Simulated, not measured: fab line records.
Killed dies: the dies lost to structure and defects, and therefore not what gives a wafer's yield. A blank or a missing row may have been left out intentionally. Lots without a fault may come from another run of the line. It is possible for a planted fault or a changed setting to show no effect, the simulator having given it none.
Matching of chambers / flow nand-harc / rie-diel-01 running NHARC_A_SLIT_ETCH_24: 4 sister chambers
The step etches the open film in CF4/CHF3, target depth 121 nm, time 60.5 s. 16 wafers are shown with their chamber, then 8 later ones without.

## WAFERS WITH THEIR CHAMBER
wafer=L077.1; chamber=1; drypump-motor-current-A (A)=5.5; rf-vpp-V (V)=369.3; throttle-valve-pct (%)=16.815
wafer=L077.3; chamber=0; drypump-motor-current-A (A)=6.3; rf-vpp-V (V)=372.2; throttle-valve-pct (%)=16.814
wafer=L077.6; chamber=0; drypump-motor-current-A (A)=6.3; rf-vpp-V (V)=372.5; throttle-valve-pct (%)=16.796
wafer=L079.2; chamber=3; drypump-motor-current-A (A)=6.7; rf-vpp-V (V)=368.2; throttle-valve-pct (%)=16.800
wafer=L079.4; chamber=1; drypump-motor-current-A (A)=5.5; rf-vpp-V (V)=370.0; throttle-valve-pct (%)=16.801
wafer=L079.6; chamber=2; drypump-motor-current-A (A)=5.3; rf-vpp-V (V)=373.9; throttle-valve-pct (%)=16.803
wafer=L080.1; chamber=3; drypump-motor-current-A (A)=6.7; rf-vpp-V (V)=366.5; throttle-valve-pct (%)=16.793
wafer=L080.5; chamber=1; drypump-motor-current-A (A)=5.5; rf-vpp-V (V)=369.5; throttle-valve-pct (%)=16.802
wafer=L080.6; chamber=0; drypump-motor-current-A (A)=6.3; rf-vpp-V (V)=370.5; throttle-valve-pct (%)=16.818
wafer=L082.2; chamber=2; drypump-motor-current-A (A)=5.3; rf-vpp-V (V)=373.5; throttle-valve-pct (%)=16.805
wafer=L082.4; chamber=0; drypump-motor-current-A (A)=6.3; rf-vpp-V (V)=372.5; throttle-valve-pct (%)=16.806
wafer=L082.6; chamber=1; drypump-motor-current-A (A)=5.5; rf-vpp-V (V)=368.9; throttle-valve-pct (%)=16.802
wafer=L084.2; chamber=1; drypump-motor-current-A (A)=5.5; rf-vpp-V (V)=370.0; throttle-valve-pct (%)=16.815
wafer=L084.4; chamber=3; drypump-motor-current-A (A)=6.7; rf-vpp-V (V)=368.6; throttle-valve-pct (%)=16.792
wafer=L084.5; chamber=1; drypump-motor-current-A (A)=5.4; rf-vpp-V (V)=370.0; throttle-valve-pct (%)=16.797
wafer=L088.1; chamber=2; drypump-motor-current-A (A)=5.3; rf-vpp-V (V)=374.6; throttle-valve-pct (%)=16.801

SIGNATURES, as means of the wafers listed above
reading=drypump-motor-current-A; chamber 0=6.300; chamber 1=5.483; chamber 2=5.300; chamber 3=6.700; scatter within a chamber=0.0264
reading=rf-vpp-V; chamber 0=371.925; chamber 1=369.617; chamber 2=374.000; chamber 3=367.767; scatter within a chamber=0.761
reading=throttle-valve-pct; chamber 0=16.80850; chamber 1=16.80533; chamber 2=16.80300; chamber 3=16.79500; scatter within a chamber=0.00722
Rule: a wafer's distance from a chamber is the root of the sum, over the readings, of the square of ((its reading less the chamber's mean) divided by the reading's scatter). If the next closest chamber is less than 2 further off than the closest, the wafer can't be placed; otherwise it belongs to the closest. The scatter: the root of (the sum of the squares of (reading less its chamber's mean) over the shown wafers, divided by (wafers less chambers)).

## WAFERS WITHOUT THEIR CHAMBER
wafer=L088.4; drypump-motor-current-A (A)=6.7; rf-vpp-V (V)=366.1; throttle-valve-pct (%)=16.814
wafer=L088.5; drypump-motor-current-A (A)=6.3; rf-vpp-V (V)=372.3; throttle-valve-pct (%)=16.796
wafer=L090.1; drypump-motor-current-A (A)=6.7; rf-vpp-V (V)=366.5; throttle-valve-pct (%)=16.792
wafer=L090.4; drypump-motor-current-A (A)=5.5; rf-vpp-V (V)=369.9; throttle-valve-pct (%)=16.814
wafer=L090.6; drypump-motor-current-A (A)=6.3; rf-vpp-V (V)=372.6; throttle-valve-pct (%)=16.797
wafer=L095.2; drypump-motor-current-A (A)=6.7; rf-vpp-V (V)=365.9; throttle-valve-pct (%)=16.814
wafer=L095.3; drypump-motor-current-A (A)=5.3; rf-vpp-V (V)=374.1; throttle-valve-pct (%)=16.814
wafer=L095.5; drypump-motor-current-A (A)=6.7; rf-vpp-V (V)=367.4; throttle-valve-pct (%)=16.814

## WHICH CHAMBER EACH ONE RAN IN
wafer=L088.4; from the rows above=3; in truth=3
wafer=L088.5; from the rows above=0; in truth=0
wafer=L090.1; from the rows above=3; in truth=3
wafer=L090.4; from the rows above=1; in truth=1
wafer=L090.6; from the rows above=0; in truth=0
wafer=L095.2; from the rows above=3; in truth=3
wafer=L095.3; from the rows above=2; in truth=2
wafer=L095.5; from the rows above=3; in truth=3
Correct placement for 8 of the 8. Not placeable from these rows: 0. Number placed wrongly: 0.
